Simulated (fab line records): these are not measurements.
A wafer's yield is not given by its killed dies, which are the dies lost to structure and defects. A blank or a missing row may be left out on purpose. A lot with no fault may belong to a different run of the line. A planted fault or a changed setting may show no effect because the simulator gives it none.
fab line records -- flow n5_finfet -- part 2 of 2: steps 24 to 28 of 28
record: lots: 5, wafers: 15, last_day: 18
route steps=1938 shown HKMG_FIN@412
lots that met no fault: from a run of the same line without faults
start_h: hours from the record's first day to the start of the lot's first wafer shown -- wait_h: time in hours since the lot's previous step -- " unchanged from the row above -- L1.1+2: several wafers, shown together as one row -- - value missing, or start not given -- * or withheld: withheld -- < > ~ a bound
route shown NAME@n: a module of which the file shows steps, and the number in the route of the first -- usual: the fault-free wafers' mean and standard deviation -- same: alike in all rows -- chamber/n: place in a boat -- sites: readings site by site -- _std_site: how widely they spread, as a standard deviation -- _edge_site: inner sites' mean taken away from outer sites' mean -- radius_mm: how far each site lies from the wafer's centre -- mask NAME#n: copy n -- behind: tool/chamber where the wafer was last shaped -- hold: cause of the lot's hold/its duration in hours/its outcome -- device: the transistor (n, p or np) that didn't switch -- end of line: at the end of the route, the tests of the same wafers -- a step without rows: its recipe alone -- killed: at the first sort, the dies lost to defects and structure; wafer yield is something else -- map: the dies of a wafer, with x for killed, . for not killed, _ for no die there
set.NAME: the setting as run; set.NAME@STEP: as run at that earlier step -- model.NAME: the simulator's own value behind a step, which no gauge read
lots at selected steps of the route; one table per step, one row per wafer
services: when a tool's chamber went out of use (start_h, in hours from the record's first day, below 0 if earlier), for how many hours, and the reason
== steps ==
step: N5_HKMG_FIN_ETCH_32
recipe: chemistry: N2/H2, target: SOC, target_depth_a: 2400, temp_c: 40, time_s: 300, ion_energy_ev: 200, mask_material: SiARC, pressure_mtorr: 30, source_w: 840, bias_w: 150, n2_flow_sccm: 200, h2_flow_sccm: 200
usual: bias_w: 150.0/0.45, drypump_motor_current_A: 5.8/0.35, oes_product_au: 0.80/0.083, rf_vpp_V: 524.0/2.8, showerhead_plenum_p_Torr: 2.55/0.093, throttle_valve_pct: 17.85/0.24
lot.wafer,tool,chamber,start_h,wait_h,bias_w,drypump_motor_current_A,oes_product_au,rf_hours_counter_h,rf_vpp_V,showerhead_plenum_p_Torr,throttle_valve_pct
L075.2,rie_diel-01,3,78.75,0.0,150.1,5.7,0.83,87,521.6,2.47,17.98
L075.3,rie_diel-01,2,78.75,0.0,150.3,6.2,0.73,172,525.0,2.53,17.74
L075.4,rie_diel-01,0,78.75,0.0,150.1,6.1,0.86,64,520.7,2.47,17.51
L079.1,rie_diel-04,3,102.95,0.0,149.2,5.7,0.90,12,529.6,2.70,17.74
L079.5,rie_diel-04,3,102.95,0.0,149.8,5.6,0.89,-,528.0,2.70,17.77
L079.6,rie_diel-04,0,102.95,0.0,150.3,5.5,0.88,-,523.5,2.48,17.45
L084.2,rie_diel-03,2,136.16,0.0,149.4,5.5,0.79,129,527.3,2.66,18.07
L084.3,rie_diel-03,3,136.16,0.0,150.5,5.9,0.78,148,520.5,2.44,18.11
L084.6,rie_diel-03,3,136.16,0.0,150.6,5.9,0.78,-,521.1,2.44,18.13
L086.2,rie_diel-03,0,147.07,0.0,150.5,5.1,0.66,254,523.6,2.51,18.13
L086.3,rie_diel-03,2,147.07,0.0,150.3,5.5,0.77,133,527.5,2.66,18.09
L086.6,rie_diel-03,3,147.07,0.0,149.7,5.9,0.78,-,521.1,2.44,18.14
L096.3,rie_diel-03,1,207.16,0.0,149.2,6.3,0.92,18,521.4,2.50,17.48
L096.4,rie_diel-03,0,207.16,0.0,149.2,5.1,0.94,10,522.7,2.50,17.72
L096.6,rie_diel-03,1,207.16,0.0,149.5,6.3,0.92,-,521.6,2.50,17.46
step: N5_HKMG_FIN_STRIP_33
recipe: chemistry: N2/H2, temp_c: 40, n2_flow_sccm: 200, h2_flow_sccm: 200, rf_frequency_hz: 6e+07
lot.wafer,tool,chamber,start_h,wait_h
L075.2+3+4,rie_diel-01,"3,2,0",78.94,0.1
L079.1+5+6,rie_diel-04,"3,3,0",103.13,0.1
L084.2+3+6,rie_diel-03,"2,3,3",136.34,0.1
L086.2+3+6,rie_diel-03,"0,2,3",147.25,0.1
L096.3+4+6,rie_diel-03,"1,0,1",207.34,0.1
step: N5_HKMG_FIN_STRIP_34
recipe: chemistry: CF4, resist: SiARC, power_w: 300, bias_power_w: 75, pressure_mtorr: 50, cf4_flow_sccm: 150, rf_frequency_hz: 6e+07
usual: bias_power_w: 74.98/0.24, drypump_motor_current_A: 5.8/0.35, oes_product_au: 0.79/0.079, power_w: 300.1/0.94, rf_vpp_V: 271.2/1.6, showerhead_plenum_p_Torr: 1.80/0.06, throttle_valve_pct: 13.59/0.27
lot.wafer,tool,chamber,start_h,wait_h,bias_power_w,drypump_motor_current_A,oes_product_au,power_w,rf_hours_counter_h,rf_vpp_V,showerhead_plenum_p_Torr,throttle_valve_pct
L075.2,rie_diel-01,3,78.95,0.0,74.89,5.7,0.79,300.3,87,270.4,1.75,13.70
L075.3,rie_diel-01,2,78.95,0.0,75.23,6.2,0.73,300.6,172,269.8,1.78,13.45
L075.4,rie_diel-01,0,78.95,0.0,75.36,6.0,0.85,300.1,64,270.1,1.75,13.17
L079.1,rie_diel-04,3,103.14,0.0,74.89,5.7,0.88,300.2,12,274.8,1.91,13.51
L079.5,rie_diel-04,3,103.14,0.0,74.89,5.6,0.89,299.4,-,273.6,1.91,13.50
L079.6,rie_diel-04,0,103.14,0.0,74.97,5.5,0.87,301.5,-,270.2,1.76,13.20
L084.2,rie_diel-03,2,136.35,0.0,74.85,5.4,0.77,300.8,129,273.0,1.87,13.88
L084.3,rie_diel-03,3,136.35,0.0,74.83,5.9,0.77,299.9,148,270.0,1.73,13.77
L084.6,rie_diel-03,3,136.35,0.0,75.11,5.9,0.77,301.4,-,268.4,1.73,13.76
L086.2,rie_diel-03,0,147.26,0.0,74.56,5.1,0.67,301.0,254,270.5,1.77,13.95
L086.3,rie_diel-03,2,147.26,0.0,74.74,5.5,0.77,299.2,133,271.7,1.87,13.86
L086.6,rie_diel-03,3,147.26,0.0,75.09,5.9,0.76,299.7,-,270.7,1.73,13.77
L096.3,rie_diel-03,1,207.35,0.0,75.26,6.3,0.90,299.4,18,270.2,1.76,13.14
L096.4,rie_diel-03,0,207.35,0.0,75.17,5.1,0.91,300.6,10,271.4,1.77,13.37
L096.6,rie_diel-03,1,207.35,0.0,75.39,6.3,0.90,299.3,-,270.5,1.76,13.16
step: N5_HKMG_FIN_ETCH_35
recipe: chemistry: N2/H2, target: SOC, target_depth_a: 2158, ion_energy_ev: 65, bias_w: 5, source_w: 3000, time_s: 243.4, pressure_mtorr: 30, n2_flow_sccm: 200, h2_flow_sccm: 200
usual: bias_w: 4.999/0.014, drypump_motor_current_A: 5.8/0.35, oes_product_au: 0.80/0.083, rf_vpp_V: 141.6/1, showerhead_plenum_p_Torr: 2.55/0.093, throttle_valve_pct: 17.86/0.24
lot.wafer,tool,chamber,start_h,wait_h,bias_w,drypump_motor_current_A,oes_product_au,rf_hours_counter_h,rf_vpp_V,showerhead_plenum_p_Torr,throttle_valve_pct
L075.2,rie_diel-01,3,78.97,0.0,5.008,5.7,0.82,87,140.4,2.47,17.97
L075.3,rie_diel-01,2,78.97,0.0,5.011,6.2,0.73,172,141.1,2.53,17.76
L075.4,rie_diel-01,0,78.97,0.0,4.980,6.0,0.87,64,140.4,2.47,17.53
L079.1,rie_diel-04,3,103.16,0.0,4.977,5.7,0.90,12,143.8,2.70,17.78
L079.5,rie_diel-04,3,103.16,0.0,5.002,5.7,0.90,-,140.7,2.70,17.76
L079.6,rie_diel-04,0,103.16,0.0,4.995,5.5,0.90,-,142.0,2.48,17.45
L084.2,rie_diel-03,2,136.37,0.0,4.986,5.5,0.79,129,141.3,2.66,18.12
L084.3,rie_diel-03,3,136.37,0.0,4.998,5.9,0.78,148,141.4,2.44,18.14
L084.6,rie_diel-03,3,136.37,0.0,4.992,5.9,0.78,-,139.7,2.44,18.13
L086.2,rie_diel-03,0,147.28,0.0,5.014,5.1,0.67,254,142.2,2.50,18.15
L086.3,rie_diel-03,2,147.28,0.0,5.010,5.5,0.78,133,141.0,2.66,18.10
L086.6,rie_diel-03,3,147.28,0.0,4.990,5.9,0.77,-,139.9,2.44,18.14
L096.3,rie_diel-03,1,207.37,0.0,5.015,6.4,0.92,18,141.7,2.50,17.46
L096.4,rie_diel-03,0,207.37,0.0,5.016,5.1,0.93,10,142.5,2.50,17.75
L096.6,rie_diel-03,1,207.37,0.0,5.019,6.4,0.91,-,142.2,2.50,17.47
step: N5_HKMG_FIN_STRIP_92
recipe: chemistry: N2/H2, material: SOC, time_s: 20, power_w: 500, temp_c: 40, pressure_mtorr: 50, rf_frequency_hz: 6e+07, bias_power_w: 8, h2_frac: 0.5, n2_flow_sccm: 300, h2_flow_sccm: 300
usual: bias_power_w: 7.999/0.025, drypump_motor_current_A: 5.8/0.35, oes_product_au: 0.80/0.084, power_w: 500.0/1.5, rf_vpp_V: 54.3/0.87, showerhead_plenum_p_Torr: 3.36/0.12, throttle_valve_pct: 19.03/0.28
lot.wafer,tool,chamber,start_h,wait_h,bias_power_w,drypump_motor_current_A,oes_product_au,power_w,rf_hours_counter_h,rf_vpp_V,showerhead_plenum_p_Torr,throttle_valve_pct
L075.2,rie_diel-01,3,79.11,0.1,8.042,5.7,0.81,497.7,88,54.0,3.26,19.09
L075.3,rie_diel-01,2,79.11,0.1,7.998,6.2,0.72,499.8,172,53.9,3.35,19.12
L075.4,rie_diel-01,0,79.11,0.1,7.980,6.1,0.86,503.0,65,54.4,3.27,18.96
L079.1,rie_diel-04,3,103.31,0.1,8.026,5.7,0.89,501.3,12,55.0,3.56,18.82
L079.5,rie_diel-04,3,103.31,0.1,8.003,5.7,0.90,500.3,-,53.5,3.56,18.83
L079.6,rie_diel-04,0,103.31,0.1,8.010,5.5,0.90,498.3,-,54.1,3.28,18.62
L084.2,rie_diel-03,2,136.52,0.1,7.979,5.5,0.78,502.2,129,53.7,3.51,19.00
L084.3,rie_diel-03,3,136.52,0.1,8.013,6.0,0.78,500.0,148,53.2,3.23,19.64
L084.6,rie_diel-03,3,136.52,0.1,7.967,5.9,0.77,499.5,-,55.8,3.23,19.62
L086.2,rie_diel-03,0,147.43,0.1,7.976,5.1,0.66,500.6,254,53.6,3.31,19.26
L086.3,rie_diel-03,2,147.43,0.1,7.972,5.5,0.77,500.4,133,54.1,3.51,19.00
L086.6,rie_diel-03,3,147.43,0.1,7.996,5.9,0.77,502.9,-,55.1,3.23,19.65
L096.3,rie_diel-03,1,207.52,0.1,8.063,6.3,0.91,499.5,18,52.8,3.30,18.58
L096.4,rie_diel-03,0,207.52,0.1,7.962,5.1,0.92,500.3,10,54.7,3.30,18.88
L096.6,rie_diel-03,1,207.52,0.1,7.972,6.4,0.92,498.9,-,55.0,3.30,18.60
== services ==
tool,chamber,start_h,hours,kind
rie_diel-01,3,63.15,7.3,repair
rie_diel-03,3,64.49,20.8,repair
arfi_scanner-02,-,66.93,2.6,repair
arfi_scanner-03,-,74.86,1.3,pm
thermal_cvd_si-01,-,77.67,6.1,pm
rie_diel-03,2,88.25,5.0,repair
arfi_scanner-03,-,96.34,1.0,pm
arfi_scanner-02,-,101.40,0.8,pm
ald_metal-03,-,129.91,14.6,pm
ald_metal-04,-,137.18,6.0,pm
thermal_cvd_si-02,-,151.35,1.0,repair
wet_bench-04,-,151.63,1.1,repair
thermal_cvd_si-01,-,152.36,1.0,repair
rie_diel-04,1,154.12,31.9,repair
arfi_scanner-02,-,156.26,1.3,pm
ald_metal-03,-,158.20,0.9,repair
arfi_scanner-03,-,162.49,0.8,pm
ald_metal-02,1,167.20,16.6,repair
arfi_scanner-02,-,167.98,1.0,pm
ald_metal-04,3,169.42,2.5,repair
rtp_anneal-01,-,172.14,1.0,pm
thermal_cvd_si-02,-,180.10,14.6,pm
ald_metal-04,-,190.79,0.3,repair
rie_diel-01,1,203.47,7.2,repair
